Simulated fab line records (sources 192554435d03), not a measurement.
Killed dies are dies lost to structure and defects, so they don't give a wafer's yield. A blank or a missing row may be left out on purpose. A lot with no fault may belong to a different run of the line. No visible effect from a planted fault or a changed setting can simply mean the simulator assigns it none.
Chamber matching | flow n5_finfet | N5_BEOL_M8_CMP_52 on cmp-01: 4 sister chambers
The step polishes, stops on SiCOH lowk, t overpolish 6.9 s, target thk 80 nm. 8 wafers are shown with their chamber, then 11 later ones without.

WAFERS PAIRED WITH THEIR CHAMBERS
wafer  | chamber | motor_current_A (A) | time_to_endpoint_s (s)
L085.1 | 2       | 6.3                 | 67
L085.2 | 3       | 5.7                 | 65
L088.1 | 0       | 7.0                 | 60
L088.6 | 1       | 5.4                 | 59
L087.1 | 2       | 5.7                 | 65
L087.2 | 3       | 5.8                 | 65
L087.4 | 0       | 6.7                 | 65
L089.1 | 1       | 5.6                 | 57

WAFERS WITHOUT THEIR CHAMBER
wafer  | motor_current_A (A) | time_to_endpoint_s (s)
L089.2 | 6.1                 | 64
L089.6 | 5.6                 | 55
L092.1 | 5.3                 | 55
L092.3 | 5.3                 | 66
L092.5 | 5.9                 | 64
L090.1 | 5.7                 | 55
L090.3 | 5.7                 | 66
L090.5 | 5.7                 | 66
L097.1 | 7.0                 | 62
L097.4 | 5.4                 | 67
L097.6 | 6.3                 | 65

WHICH CHAMBER EACH WENT THROUGH
wafer  | from the rows above          | in truth
L089.2 | can't be placed: 2 or 3      | 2
L089.6 | 1                            | 1
L092.1 | 1                            | 1
L092.3 | can't be placed: 3 or 2      | 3
L092.5 | can't be placed: 3 or 2      | 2
L090.1 | 1                            | 1
L090.3 | can't be placed: 3 or 2      | 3
L090.5 | can't be placed: 3 or 2      | 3
L097.1 | 0                            | 0
L097.4 | can't be placed: 3 or 2      | 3
L097.6 | can't be placed: 2 or 3 or 0 | 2
Correctly placed: 4 of 11. Unplaceable from these rows: 7, with the true chamber sitting among the candidates in 7. Number placed wrongly: 0.
How it was worked out, from the rows above alone: a wafer's distance from a chamber is the root of the sum, over the readings, of the square of ((its reading less the chamber's mean) divided by the reading's scatter). If the next closest chamber is less than 2 further off than the closest, the wafer can't be placed; otherwise it belongs to the closest. The mean given for a chamber averages the wafers shown for that chamber. The scatter: take each reading less its chamber's mean, square it, sum over the shown wafers, divide by the number of wafers less the number of chambers, and take the root.
